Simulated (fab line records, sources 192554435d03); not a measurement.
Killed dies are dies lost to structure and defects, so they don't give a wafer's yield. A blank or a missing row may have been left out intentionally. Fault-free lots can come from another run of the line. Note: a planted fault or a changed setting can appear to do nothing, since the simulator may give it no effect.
fab line records -- flow n5Finfet
record: lots: 6, wafers: 16, lastDay: 22
route steps=1938 shown BEOL_M3@968 BEOL_M4@1111
lots untouched by any fault: they come from a run of this same line in which no faults occurred
startH: the number of hours between the record's first day and the start of the first shown wafer of the lot -- waitH: hours elapsed since this lot's preceding step -- " repeats the value in the row above -- L1.1+2: one row covering several wafers at once -- - no value present, or no start provided -- * or withheld: withheld -- < > ~ a bound
route shown NAME@n: NAME is a module with steps in the file, n the number in the route of the first one -- usual: the fault-free wafers' mean and standard deviation -- same: alike in all rows -- chamber/n: place in a boat -- sites: per-site readings -- _std_site: standard deviation of those values -- _edge_site: the outer-site mean with the inner-site mean subtracted -- radiusMm: how far each site lies from the wafer's centre -- mask NAME#n: copy n -- behind: the tool/chamber that last shaped the wafer -- hold: what put the lot on hold/how long, in hours/how the hold closed -- device: the n, p or np transistor that did not switch -- end of line: at the end of the route, the tests of the same wafers -- a step without rows: its recipe alone -- killed: the dies lost at the first sort to structure and to defects; this is not the yield of the wafer -- map: the dies of a wafer, with x for killed, . for not killed, _ for no die there
set.NAME: the setting as run; set.NAME@STEP: as run at that earlier step -- model.NAME: the simulator's own value behind a step, which no gauge read
lots at some steps of the route; a table a step, a row a wafer
services: the hour from which a tool's chamber was out of use, counted from the record's first day as startH (under 0 if before that day), plus the number of hours and why
== steps ==
step: N5_BEOL_M3_INSPECT_30
recipe: mode: adi, inspectInstrument: brightfield
usual: rawDefectCount: 413/96
lot.wafer,tool,chamber,startH,waitH,rawDefectCount
L480.1,defectInspect-01,-,200.36,0.1,323
L480.2,defectInspect-01,-,200.36,0.1,337
L480.6,defectInspect-01,-,200.36,0.1,289
L485.3,defectInspect-01,-,258.29,0.0,477
L485.4,defectInspect-01,-,258.29,0.0,470
L485.5,defectInspect-01,-,258.29,0.0,388
L487.1,defectInspect-01,-,287.32,0.1,416
L487.5,defectInspect-01,-,287.32,0.1,374
L488.1,defectInspect-01,-,287.99,0.1,565
L488.3,defectInspect-01,-,287.99,0.1,599
L494.2,defectInspect-02,-,301.27,0.0,251
L494.3,defectInspect-02,-,301.27,0.0,364
L494.4,defectInspect-02,-,301.27,0.0,298
L493.2,defectInspect-02,-,308.93,0.0,348
L493.3,defectInspect-02,-,308.93,0.0,395
L493.6,defectInspect-02,-,308.93,0.0,318
step: N5_BEOL_M3_DESCUM_33
recipe: chemistry: O2, timeS: 7, sourcePowerW: 50, biasPowerW: 20, pressureMtorr: 20, rfFrequencyHz: 2.712e+07, tempC: 40, resist: CAR-EUV, o2FlowSccm: 225
step: N5_BEOL_M3_ETCH_77
recipe: chemistry: N2/H2, target: underlayer, targetDepthA: 65, maskMaterial: CAR-EUV, timeS: 5.2, ionEnergyEv: 200, pressureMtorr: 30, sourceW: 840, biasW: 150, n2FlowSccm: 200, h2FlowSccm: 200, ends: cleared
step: N5_BEOL_M3_ETCH_69
recipe: chemistry: CF4, target: SiARC, targetDepthA: 156, maskMaterial: CAR-EUV, timeS: 26, ionEnergyEv: 80, pressureMtorr: 40, sourceW: 545, biasW: 36, Ar_flow_sccm: 100, cf4FlowSccm: 100, ends: cleared
usual: drypumpMotorCurrentA: 5.9/0.37, etchRfOnTimeS: 25.9/0.34, oesProductAu: 0.69/0.065, rfVppV: 183.8/1.1, showerheadPlenumPTorr: 2.13/0.06, throttleValvePct: 15.57/0.14
lot.wafer,tool,chamber,startH,waitH,drypumpMotorCurrentA,etchRfOnTimeS,oesProductAu,rfHoursCounterH,rfVppV,showerheadPlenumPTorr,throttleValvePct
L480.1,rieDiel-01,0,200.56,0.0,5.4,25.7,0.78,18,184.7,2.11,15.53
L480.2,rieDiel-01,1,200.56,0.0,5.6,26.5,0.60,244,184.1,2.02,15.89
L480.6,rieDiel-01,1,200.56,0.0,5.6,26.4,0.61,-,182.6,2.02,15.90
L485.3,rieDiel-03,3,258.37,0.0,6.2,25.9,0.68,118,184.1,2.07,15.46
L485.4,rieDiel-03,0,258.37,0.0,6.0,25.6,0.73,62,184.0,2.09,15.70
L485.5,rieDiel-03,0,258.37,0.0,6.0,25.9,0.72,-,184.4,2.09,15.70
L487.1,rieDiel-01,1,287.40,0.0,5.7,26.0,0.80,12,185.8,2.27,15.46
L487.5,rieDiel-01,3,287.40,0.0,6.1,25.0,0.74,-,184.5,2.17,15.44
L488.1,rieDiel-06,2,288.32,0.0,5.5,25.6,0.66,136,184.4,2.15,15.57
L488.3,rieDiel-06,0,288.32,0.0,6.5,26.2,0.64,174,185.0,2.22,15.64
L494.2,rieDiel-03,2,301.35,0.0,5.9,25.5,0.69,85,183.3,2.17,15.60
L494.3,rieDiel-03,0,301.35,0.0,6.0,26.0,0.71,72,183.1,2.09,15.71
L494.4,rieDiel-03,2,301.35,0.0,5.9,25.7,0.69,-,185.1,2.17,15.59
L493.2,rieDiel-06,2,309.02,0.0,5.5,26.3,0.66,140,183.4,2.15,15.57
L493.3,rieDiel-06,1,309.02,0.0,6.3,25.8,0.76,40,184.1,2.10,15.64
L493.6,rieDiel-06,1,309.02,0.0,6.3,25.7,0.76,-,183.5,2.10,15.65
step: N5_BEOL_M3_ALD_98
recipe: material: SiO2, targetThkA: 25, tempC: 100, aldPrecursorFamily: BDEAS, aldCoReactant: O2-plasma, pulseTimeS: 1, coReactantPulseTimeS: 1, purgeTimeS: 2, coReactantPurgeTimeS: 2, aldCycles: 17, pressureTorr: 2
usual: chamberPressureTorr: 2.000/0.0048, heaterPowerW: 75/7.3, precursorPulseHeightRel: 0.998/0.018
lot.wafer,tool,chamber,startH,waitH,chamberPressureTorr,heaterPowerW,precursorPulseHeightRel
L480.1,aldSin-04,1,200.64,0.1,2.004,74,0.991
L480.2,aldSin-04,3,200.64,0.1,1.994,92,1.018
L480.6,aldSin-04,1,200.64,0.1,1.995,74,0.984
L485.3,aldSin-02,0,258.46,0.1,2.003,72,0.976
L485.4,aldSin-02,2,258.46,0.1,1.993,75,1.009
L485.5,aldSin-02,2,258.46,0.1,2.007,73,0.984
L487.1,aldSin-02,3,287.49,0.1,2.001,69,1.016
L487.5,aldSin-02,2,287.49,0.1,2.007,75,1.007
L488.1,aldSin-04,1,288.40,0.1,1.997,72,0.969
L488.3,aldSin-04,3,288.40,0.1,2.004,90,1.000
L494.2,aldSin-04,3,301.44,0.1,2.005,90,1.016
L494.3,aldSin-04,2,301.44,0.1,2.003,71,0.987
L494.4,aldSin-04,0,301.44,0.1,1.993,83,0.973
L493.2,aldSin-02,3,309.10,0.1,2.004,69,1.025
L493.3,aldSin-02,1,309.10,0.1,2.006,71,0.992
L493.6,aldSin-02,2,309.10,0.1,1.998,75,0.990
step: N5_BEOL_M3_ETCHBACK_99
recipe: chemistry: CHF3, target: SiO2, targetDepthA: 50, timeS: 10.4, sourceW: 215, biasW: 47, Ar_flow_sccm: 200, CHF3_flow_sccm: 12, ionEnergyEv: 100, pressureMtorr: 30
usual: CHF3_flow_sccm: 12.00/0.034, drypumpMotorCurrentA: 5.8/0.33, oesProductAu: 0.83/0.073, rfVppV: 240/3, showerheadPlenumPTorr: 2.16/0.066, throttleValvePct: 17.03/0.17
lot.wafer,tool,chamber,startH,waitH,CHF3_flow_sccm,drypumpMotorCurrentA,oesProductAu,rfHoursCounterH,rfVppV,showerheadPlenumPTorr,throttleValvePct
L480.1,rieDiel-06,2,202.51,1.8,12.00,5.5,0.79,113,240,2.18,17.03
L480.2,rieDiel-06,0,202.51,1.8,12.03,6.5,0.75,152,241,2.24,17.03
L480.6,rieDiel-06,3,202.51,1.8,12.04,5.8,0.69,-,237,2.03,16.99
L485.3,rieDiel-01,2,291.38,32.9,12.00,5.7,0.78,100,243,2.17,17.27
L485.4,rieDiel-01,2,291.38,32.9,11.96,5.7,0.78,-,242,2.17,17.27
L485.5,rieDiel-01,0,291.38,32.9,11.97,5.4,0.86,-,238,2.11,17.07
L487.1,rieDiel-01,2,313.40,25.9,12.03,5.7,0.78,105,243,2.16,17.30
L487.5,rieDiel-01,1,313.40,25.9,11.98,5.6,0.92,-,242,2.29,16.97
L488.1,rieDiel-01,0,318.23,29.8,11.97,5.4,0.87,50,238,2.11,17.08
L488.3,rieDiel-01,1,318.23,29.8,11.97,5.6,0.92,16,242,2.29,16.95
L494.2,rieDiel-03,1,330.33,28.8,11.95,5.2,0.98,3,244,2.20,16.53
L494.3,rieDiel-03,2,330.33,28.8,11.97,5.9,0.79,96,238,2.18,17.09
L494.4,rieDiel-03,3,330.33,28.8,12.00,6.1,0.76,140,237,2.06,16.96
L493.2,rieDiel-03,0,330.82,21.7,12.01,6.0,0.81,84,244,2.09,17.24
L493.3,rieDiel-03,2,330.82,21.7,12.05,5.9,0.78,96,238,2.18,17.08
L493.6,rieDiel-03,2,330.82,21.7,12.06,5.9,0.78,-,236,2.18,17.08
step: N5_BEOL_M3_ETCH_70
recipe: chemistry: N2/H2, target: SOC, targetDepthA: 800, overetchA: 160, maskMaterial: SiARC, tempC: 40, timeS: 120, ionEnergyEv: 200, pressureMtorr: 30, sourceW: 840, biasW: 150, n2FlowSccm: 200, h2FlowSccm: 200
step: N5_BEOL_M3_STRIP_71
recipe: chemistry: N2/H2, tempC: 40, n2FlowSccm: 200, h2FlowSccm: 200, rfFrequencyHz: 6e+07
step: N5_BEOL_M3_STRIP_78
recipe: chemistry: N2/H2, tempC: 40, n2FlowSccm: 200, h2FlowSccm: 200, rfFrequencyHz: 6e+07
step: N5_BEOL_M3_VIA_ETCH_34
recipe: chemistry: C4F6/O2, targetDepthA: 694, maskMaterial: SOC, pressureMtorr: 15, ionEnergyEv: 250, taperDeg: 4, timeS: 65.9, sourceW: 350, biasW: 170, Ar_flow_sccm: 300, C4F6_flow_sccm: 10, O2_flow_sccm: 10
step: N5_BEOL_M3_STRIP_83
recipe: chemistry: C4F6/O2, resist: SiARC, rfFrequencyHz: 6e+07
step: N5_BEOL_M3_STRIP_36
recipe: chemistry: N2/H2, powerW: 450, tempC: 40, pressureMtorr: 20, rfFrequencyHz: 6e+07, overashFraction: 0.3, biasPowerW: 7, h2Frac: 0.5, n2FlowSccm: 200, h2FlowSccm: 200
step: N5_BEOL_M3_TRENCH_ETCH_37
recipe: chemistry: C4F6/O2, targetDepthA: 555.55, target: SiOC, timeS: 29.2, ionEnergyEv: 250, pressureMtorr: 30, sourceW: 355, biasW: 185, Ar_flow_sccm: 300, C4F6_flow_sccm: 10, O2_flow_sccm: 10
usual: drypumpMotorCurrentA: 5.8/0.34, oesProductAu: 0.83/0.072, rfVppV: 663/8.2, runLengthS: 52.4/0.38, showerheadPlenumPTorr: 2.85/0.081, throttleValvePct: 20.84/0.19
lot.wafer,tool,chamber,startH,waitH,drypumpMotorCurrentA,oesProductAu,rfHoursCounterH,rfVppV,runLengthS,showerheadPlenumPTorr,throttleValvePct,model.etch.depthNm,model.BEOL_M3.featureDepthNm,model.TiN_of_BEOL_M3_HM_DEP_02.thkNm
L480.1,rieDiel-06,2,202.75,-,5.5,0.80,113,662,52.6,2.88,20.82,55.54,55.6,17.4
L480.2,rieDiel-06,0,202.75,-,6.5,0.76,152,670,52.1,2.96,20.82,54.85,54.8,17.6
L480.6,rieDiel-06,3,202.75,-,5.8,0.68,-,655,52.6,2.70,20.72,54.86,54.8,17.6
L485.3,rieDiel-01,2,291.62,-,5.7,0.78,101,671,52.9,2.87,21.10,55.15,55.2,17.6
L485.4,rieDiel-01,2,291.62,-,5.7,0.78,-,672,52.9,2.87,21.09,55.09,55,17.8
L485.5,rieDiel-01,0,291.62,-,5.4,0.86,-,658,52.4,2.79,20.89,55.94,56,17.6
L487.1,rieDiel-01,2,313.63,-,5.7,0.78,105,671,61.9,2.86,21.09,71.87,71.8,16.6
L487.5,rieDiel-01,1,313.63,-,5.6,0.92,-,672,52.3,3.02,20.82,55.15,55.2,17.2
L488.1,rieDiel-01,0,318.47,-,5.4,0.86,50,657,61.4,2.79,20.92,73.76,73.8,16.6
L488.3,rieDiel-01,1,318.47,-,5.6,0.92,17,669,61.4,3.02,20.82,72.79,72.8,16.6
L494.2,rieDiel-03,1,330.57,-,5.2,0.97,3,673,52.4,2.91,20.35,55.08,55,17.6
L494.3,rieDiel-03,2,330.57,-,5.9,0.79,96,655,52.4,2.88,20.90,56.24,56.2,17.4
L494.4,rieDiel-03,3,330.57,-,6.2,0.77,140,656,52.4,2.73,20.70,54.74,54.8,17.4
L493.2,rieDiel-03,0,331.05,-,6.0,0.82,84,673,52.2,2.77,21.06,55.33,55.4,17.4
L493.3,rieDiel-03,2,331.05,-,5.9,0.79,97,656,51.8,2.88,20.89,55.51,55.6,17.6
L493.6,rieDiel-03,2,331.05,-,5.9,0.79,-,656,51.7,2.88,20.89,55.64,55.6,17.6
step: N5_BEOL_M3_ETCH_41
recipe: chemistry: CH3F/O2, target: SiCN, targetDepthA: 299, taperDeg: 2, timeS: 52.5, ionEnergyEv: 120, maskMaterial: TiN, pressureMtorr: 30, sourceW: 395, biasW: 75, Ar_flow_sccm: 150, CH3F_flow_sccm: 30, O2_flow_sccm: 20
usual: drypumpMotorCurrentA: 5.8/0.34, oesProductAu: 0.83/0.071, rfVppV: 297.4/1.5, runLengthS: 75.7/0.38, showerheadPlenumPTorr: 2.00/0.06, throttleValvePct: 16.28/0.18
lot.wafer,tool,chamber,startH,waitH,drypumpMotorCurrentA,oesProductAu,rfHoursCounterH,rfVppV,runLengthS,showerheadPlenumPTorr,throttleValvePct
L480.1,rieDiel-06,2,-,-,5.5,0.79,113,297.6,75.5,2.02,16.27
L480.2,rieDiel-06,0,-,-,6.5,0.76,152,298.0,75.3,2.08,16.30
L480.6,rieDiel-06,3,-,-,5.8,0.68,-,294.4,76.2,1.89,16.24
L485.3,rieDiel-01,2,-,-,5.7,0.79,101,298.1,76.2,2.02,16.53
L485.4,rieDiel-01,2,-,-,5.7,0.78,-,298.3,76.1,2.02,16.53
L485.5,rieDiel-01,0,-,-,5.4,0.87,-,296.8,76.1,1.96,16.31
L487.1,rieDiel-01,2,-,-,5.7,0.78,105,298.2,76.1,2.01,16.54
L487.5,rieDiel-01,1,-,-,5.6,0.92,-,299.7,75.7,2.13,16.21
L488.1,rieDiel-01,0,-,-,5.4,0.87,50,296.0,75.9,1.96,16.33
L488.3,rieDiel-01,1,-,-,5.6,0.92,17,300.4,76.0,2.13,16.23
L494.2,rieDiel-03,1,-,-,5.2,0.97,3,296.2,76.0,2.05,15.78
L494.3,rieDiel-03,2,-,-,5.9,0.79,96,295.9,74.9,2.02,16.33
L494.4,rieDiel-03,3,-,-,6.2,0.76,140,296.3,75.6,1.92,16.21
L493.2,rieDiel-03,0,-,-,6.0,0.81,84,296.0,76.1,1.95,16.49
L493.3,rieDiel-03,2,-,-,5.9,0.79,97,296.8,75.1,2.02,16.33
L493.6,rieDiel-03,2,-,-,5.9,0.79,-,296.9,75.0,2.02,16.32
step: N5_BEOL_M3_STRIP_97
recipe: chemistry: N2/H2, timeS: 10, powerW: 450, tempC: 40, pressureMtorr: 20, rfFrequencyHz: 6e+07, biasPowerW: 7, n2FlowSccm: 200, h2FlowSccm: 200
usual: drypumpMotorCurrentA: 5.8/0.34, oesProductAu: 0.83/0.071, rfVppV: 59.2/0.86, showerheadPlenumPTorr: 2.55/0.079, throttleValvePct: 23.64/0.23
lot.wafer,tool,chamber,startH,waitH,drypumpMotorCurrentA,oesProductAu,rfHoursCounterH,rfVppV,showerheadPlenumPTorr,throttleValvePct
L480.1,rieDiel-06,2,-,-,5.5,0.80,113,58.3,2.56,23.41
L480.2,rieDiel-06,0,-,-,6.5,0.76,152,60.4,2.64,23.72
L480.6,rieDiel-06,3,-,-,5.8,0.68,-,58.0,2.40,23.50
L485.3,rieDiel-01,2,-,-,5.7,0.79,101,59.4,2.56,23.95
L485.4,rieDiel-01,2,-,-,5.7,0.80,-,58.7,2.56,23.96
L485.5,rieDiel-01,0,-,-,5.4,0.88,-,58.5,2.48,23.64
L487.1,rieDiel-01,2,-,-,5.7,0.78,105,57.7,2.56,23.97
L487.5,rieDiel-01,1,-,-,5.6,0.93,-,59.9,2.71,23.85
L488.1,rieDiel-01,0,-,-,5.4,0.86,50,58.3,2.48,23.63
L488.3,rieDiel-01,1,-,-,5.6,0.92,17,60.3,2.71,23.86
L494.2,rieDiel-03,1,-,-,5.2,0.96,3,59.9,2.60,23.16
L494.3,rieDiel-03,2,-,-,5.9,0.78,96,60.4,2.57,23.76
L494.4,rieDiel-03,3,-,-,6.2,0.76,140,60.4,2.43,23.30
L493.2,rieDiel-03,0,-,-,6.0,0.83,84,59.2,2.46,23.77
L493.3,rieDiel-03,2,-,-,5.9,0.79,97,59.0,2.57,23.73
L493.6,rieDiel-03,2,-,-,5.9,0.79,-,58.8,2.57,23.76
step: N5_BEOL_M3_OCD_MEAS_38
usual: trenchDepthNm: 55.8/0.83
lot.wafer,tool,chamber,startH,waitH,trenchDepthNm
L480.1,ocd-01,-,202.90,-,55.2
L480.2,ocd-01,-,202.90,-,55.6
L480.6,ocd-01,-,202.90,-,55.0
L485.3,ocd-01,-,291.77,-,55.7
L485.4,ocd-01,-,291.77,-,55.1
L485.5,ocd-01,-,291.77,-,56.2
L487.1,ocd-02,-,313.79,-,71.8
L487.5,ocd-02,-,313.79,-,55.6
L488.1,ocd-02,-,318.62,-,73.7
L488.3,ocd-02,-,318.62,-,72.8
L494.2,ocd-01,-,330.72,-,55.0
L494.3,ocd-01,-,330.72,-,56.6
L494.4,ocd-01,-,330.72,-,54.8
L493.2,ocd-02,-,331.22,-,55.0
L493.3,ocd-02,-,331.22,-,55.7
L493.6,ocd-02,-,331.22,-,55.8
step: N5_BEOL_M3_HM_STRIP_39
recipe: chemistry: peroxideTinStrip, material: TiN, targetDepthA: 250, tempC: 50, timeS: 158
step: N5_BEOL_M4_RC_MEAS_101
usual: DIBL_N: 36.3/1.1, DIBL_P: 36.3/1.4, IOFF_N: 0.155/0.019, IOFF_P: 0.211/0.027, ION_N: 672/8.5, ION_P: 462/5.8, SS_N: 71.5/0.56, SS_P: 73.3/0.52, VT_N: 249.9/2.5, VT_P: -249.8/2.8
lot.wafer,tool,chamber,startH,waitH,DIBL_N[mV/V],DIBL_P[mV/V],IOFF_N[nA/um],IOFF_P[nA/um],ION_N[uA/um],ION_P[uA/um],SS_N[mV/dec],SS_P[mV/dec],VT_N[mV],VT_P[mV]
L480.1,prober-01,0,256.89,0.0,34.6,33.0,0.116,0.163,660,453,70.9,72.6,253.1,-254.6
L480.2,prober-01,0,256.89,0.0,38.5,37.7,0.177,0.217,671,459,71.1,74.3,247.6,-254.1
L480.6,prober-01,0,256.89,0.0,36.9,36.7,0.152,0.209,665,456,71.6,73.0,250.0,-247.1
L485.3,prober-01,0,324.41,0.3,36.5,36.3,0.144,0.179,664,454,71.0,72.9,252.7,-253.3
L485.4,prober-01,0,324.41,0.3,37.4,38.0,0.157,0.202,668,453,71.6,73.4,251.0,-252.1
L485.5,prober-01,0,324.41,0.3,37.2,37.4,0.153,0.197,668,454,72.6,73.4,248.3,-252.3
L487.1,prober-01,0,346.49,0.0,37.2,38.0,0.160,0.261,667,461,72.4,74.0,251.0,-245.5
L487.5,prober-01,0,346.49,0.0,37.1,35.7,0.153,0.217,664,457,73.1,73.4,250.6,-251.0
L488.1,prober-02,0,354.88,0.0,35.3,34.7,0.149,0.230,675,468,71.3,72.3,248.8,-244.9
L488.3,prober-02,0,354.88,0.0,34.4,33.6,0.127,0.205,668,465,71.0,73.2,250.5,-245.8
L494.2,prober-02,0,390.21,0.2,37.2,37.6,0.175,0.237,686,467,71.5,73.8,245.8,-248.3
L494.3,prober-02,0,390.21,0.2,36.9,37.1,0.168,0.230,677,466,71.7,73.5,245.2,-246.1
L494.4,prober-02,0,390.21,0.2,36.7,37.0,0.160,0.228,682,471,71.8,73.3,247.4,-247.4
L493.2,prober-02,0,391.49,0.2,35.5,36.1,0.146,0.202,671,463,71.5,72.4,251.1,-248.8
L493.3,prober-02,0,391.49,0.2,36.0,36.0,0.147,0.205,675,466,70.9,72.3,251.9,-248.4
L493.6,prober-02,0,391.49,0.2,34.5,34.1,0.123,0.172,663,464,70.9,72.8,253.5,-252.7
== services ==
tool,chamber,startH,hours,kind
aldSin-02,-,176.87,14.0,pm
rieDiel-01,0,189.86,5.1,repair
rieDiel-01,2,208.89,1.8,repair
aldSin-04,-,220.95,0.9,repair
rieDiel-01,-,225.35,2.8,pm
rieDiel-01,1,228.66,-,clean
rieDiel-01,1,228.66,-,consumableReplace:focusRing
rieDiel-01,1,228.66,-,consumableReplace:showerhead
rieDiel-01,1,228.66,18.6,scheduledDown
rieDiel-01,1,228.66,18.6,ventCycle
aldSin-04,1,232.79,7.4,repair
aldSin-04,2,235.96,2.7,repair
aldSin-04,3,241.21,4.3,repair
rieDiel-01,2,254.21,11.8,repair
aldSin-04,-,268.25,14.0,pm
rieDiel-06,3,270.58,2.7,repair
rieDiel-03,1,291.71,-,clean
rieDiel-03,1,291.71,-,consumableReplace:focusRing
rieDiel-03,1,291.71,26.1,scheduledDown
rieDiel-03,1,291.71,26.1,ventCycle
rieDiel-06,3,293.02,-,clean
rieDiel-06,3,293.02,-,consumableReplace:focusRing
aldSin-02,-,315.11,0.8,pm
rieDiel-01,0,323.77,1.3,repair
== key ==
firstSign: step: N5_BEOL_M3_TRENCH_ETCH_37, reading: runLengthS, direction: up, sigmas: 24, usual: *, struck: *
effect: step: N5_BEOL_M3_OCD_MEAS_38, reading: trenchDepthNm, direction: up, sigmas: 20, usual: 55.8, struck: 72.7
modelEffect: step: N5_BEOL_M3_TRENCH_ETCH_37, value: etch.depthNm, without: 55.87, struck: 72.81
metAt N5_BEOL_M3_TRENCH_ETCH_37
struckWafers L487.1,L488.1,L488.3
onsetBetween 291.62 313.63
fault: kind: processParameterDrift, tool: rieDiel-01, chamber: -, onsetH: 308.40, steps: N5_BEOL_M3_TRENCH_ETCH_37, channel: timeS, offset: *, shape: step, endH: 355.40, scope: struckWafersOnly, actsIn: *, stated: *
